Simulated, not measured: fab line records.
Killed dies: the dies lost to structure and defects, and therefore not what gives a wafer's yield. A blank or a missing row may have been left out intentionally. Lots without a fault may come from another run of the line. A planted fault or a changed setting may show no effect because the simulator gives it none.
The tool behind it: which one?    flow nandHarc    12 lots with 36 wafers sampled at 4 steps, on a route of 1302 steps

== WHAT EACH GAUGE READ, for each wafer ==
NHARC_P_GATE_CD_MEAS_59: the cd target is 720 nm.
lot   measured      on        cdNm (nm)
L267  day 6 14:51   cdSem-03  720.8 721.6 723.1
L268  day 6 15:21   cdSem-03  719.6 719.3 716.0
L269  day 7 09:18   cdSem-02  718.1 715.1 718.3
L270  day 7 17:42   cdSem-03  721.5 718.9 717.6
L273  day 9 02:22   cdSem-02  717.6 719.3 718.2
L274  day 9 06:02   cdSem-02  714.4 716.6 718.7
L275  day 9 15:26   cdSem-01  718.2 722.5 723.6
L276  day 10 02:34  cdSem-03  722.5 719.2 720.5
L277  day 10 09:07  cdSem-02  720.5 720.7 716.7
L279  day 11 16:23  cdSem-02  714.0 714.3 709.9
L280  day 11 17:02  cdSem-02  718.1 721.9 722.2
L288  day 15 10:46  cdSem-01  720.0 719.5 715.3

== EACH LOT AND THE TOOL THAT RAN IT (in order: tool; ch and the chambers of the sampled wafers; start) ==
lot   NHARC_P_GATE_DESCUM_13             NHARC_P_GATE_HM_DEP_102       NHARC_P_GATE_EXPOSE_56
L267  rieDiel-02 ch 0,1,2, day 5 10:41   aclDep-02 ch 0, day 6 00:13   krfScanner-01 ch 0, day 6 14:41
L268  rieDiel-12 ch 0,1,2, day 5 10:51   aclDep-01 ch 0, day 6 00:16   krfScanner-04 ch 0, day 6 15:12
L269  rieDiel-02 ch 0,2,3, day 5 23:57   aclDep-03 ch 0, day 6 16:28   krfScanner-04 ch 0, day 7 09:08
L270  rieDiel-12 ch 0,3, day 6 11:32     aclDep-02 ch 0, day 7 02:41   krfScanner-01 ch 0, day 7 17:32
L273  rieDiel-12 ch 0,3, day 7 21:26     aclDep-02 ch 0, day 8 11:29   krfScanner-03 ch 0, day 9 02:13
L274  rieDiel-02 ch 0,2,3, day 7 21:36   aclDep-02 ch 0, day 8 12:08   krfScanner-04 ch 0, day 9 05:52
L275  rieDiel-12 ch 0,1,2, day 8 12:20   aclDep-02 ch 0, day 9 00:44   krfScanner-04 ch 0, day 9 15:16
L276  rieDiel-03 ch 0,1,2, day 8 22:52   aclDep-03 ch 0, day 9 11:35   krfScanner-04 ch 0, day 10 02:25
L277  rieDiel-02 ch 0,1, day 9 05:44     aclDep-01 ch 0, day 9 18:10   krfScanner-01 ch 0, day 10 08:57
L279  rieDiel-03 ch 0,1,2, day 10 11:35  aclDep-02 ch 0, day 11 01:25  krfScanner-03 ch 0, day 11 16:14
L280  rieDiel-02 ch 0,1, day 10 11:43    aclDep-02 ch 0, day 11 01:56  krfScanner-04 ch 0, day 11 16:53
L288  rieDiel-03 ch 0,1,2, day 14 07:31  aclDep-03 ch 0, day 14 19:47  krfScanner-04 ch 0, day 15 10:36
- NHARC_P_GATE_DESCUM_13: chemistry O2, time 3 s.
- NHARC_P_GATE_HM_DEP_102: deposits aC, target thk 120 nm.
- NHARC_P_GATE_EXPOSE_56: exposes mask P PSD, target cd 720 nm.

== AS READ BY THE TOOLS THEMSELVES (means over the sampled wafers that have a number; for cases with no such wafer, the mark the record gives instead) ==
NHARC_P_GATE_DESCUM_13.
lot   tool        chamberPressureMTorr (mTorr)  drypumpMotorCurrentA (A)  mfcArSccm (sccm)  oesProductAu (a.u.)  rfVppV (V)  showerheadPlenumPTorr (Torr)  throttleValvePct (%)
L267  rieDiel-02  59.96                         5.5                       0.005             0.995                57.3        1.92                          11.327
L268  rieDiel-12  59.96                         6.2                       0.002             0.991                57.7        1.97                          11.322
L269  rieDiel-02  60.03                         5.5                       0.010             0.991                58.0        1.91                          11.316
L270  rieDiel-12  60.02                         6.0                       0.000             1.001                58.0        1.95                          11.309
L273  rieDiel-12  59.98                         6.0                       0.000             1.017                57.8        1.95                          11.309
L274  rieDiel-02  59.96                         5.5                       0.010             0.995                58.5        1.91                          11.313
L275  rieDiel-12  59.96                         6.2                       0.002             0.987                58.5        1.96                          11.311
L276  rieDiel-03  60.05                         5.7                       0.018             1.006                56.7        1.85                          11.318
L277  rieDiel-02  60.03                         5.5                       0.007             0.989                57.6        1.98                          11.318
L279  rieDiel-03  59.95                         5.7                       0.018             1.008                57.7        1.85                          11.315
L280  rieDiel-02  59.98                         5.1                       0.007             0.973                57.9        1.90                          11.304
L288  rieDiel-03  59.99                         5.7                       0.018             0.990                57.3        1.85                          11.303

NHARC_P_GATE_HM_DEP_102.
lot   tool       throttleValvePct (%)
L267  aclDep-02  35.006
L268  aclDep-01  35.002
L269  aclDep-03  35.005
L270  aclDep-02  34.998
L273  aclDep-02  34.999
L274  aclDep-02  35.001
L275  aclDep-02  35.003
L276  aclDep-03  35.002
L277  aclDep-01  35.006
L279  aclDep-02  35.004
L280  aclDep-02  35.005
L288  aclDep-03  34.997

NHARC_P_GATE_EXPOSE_56.
lot   tool           stageVelMmS (mm/s)
L267  krfScanner-01  499.79
L268  krfScanner-04  500.18
L269  krfScanner-04  500.04
L270  krfScanner-01  499.79
L273  krfScanner-03  500.17
L274  krfScanner-04  499.95
L275  krfScanner-04  500.15
L276  krfScanner-04  499.90
L277  krfScanner-01  499.94
L279  krfScanner-03  500.10
L280  krfScanner-04  499.95
L288  krfScanner-04  499.83

== THE ANSWER, worked out from the rows above alone ==
Rule: the lots themselves supply what counts as usual. The widest of any qualifying gaps counts: lots, ordered by their means at a reading, are off when they make up no more than a third of the lots, leave a main group of 4 or more, and stand apart from it by 3 or more times the standard deviation of that group's means. The tables above print the reading to a certain number of digits; a main group whose means all agree to those digits is not used. A lot without any number at a reading at which 4 lots or more have one is off too. All remaining lots with rows at the step are treated as sound. Order of review: gauges by route order, followed by the tools' own readings, for which a lot's mean as printed above is used. The first step at which some lot is off is used, and at that step the reading that is off furthest; a lot without a number counts as furthest.
Across all readings shown, no lot is off: no conclusion can be drawn from this.

== WHAT THE SIMULATOR PUT IN ==
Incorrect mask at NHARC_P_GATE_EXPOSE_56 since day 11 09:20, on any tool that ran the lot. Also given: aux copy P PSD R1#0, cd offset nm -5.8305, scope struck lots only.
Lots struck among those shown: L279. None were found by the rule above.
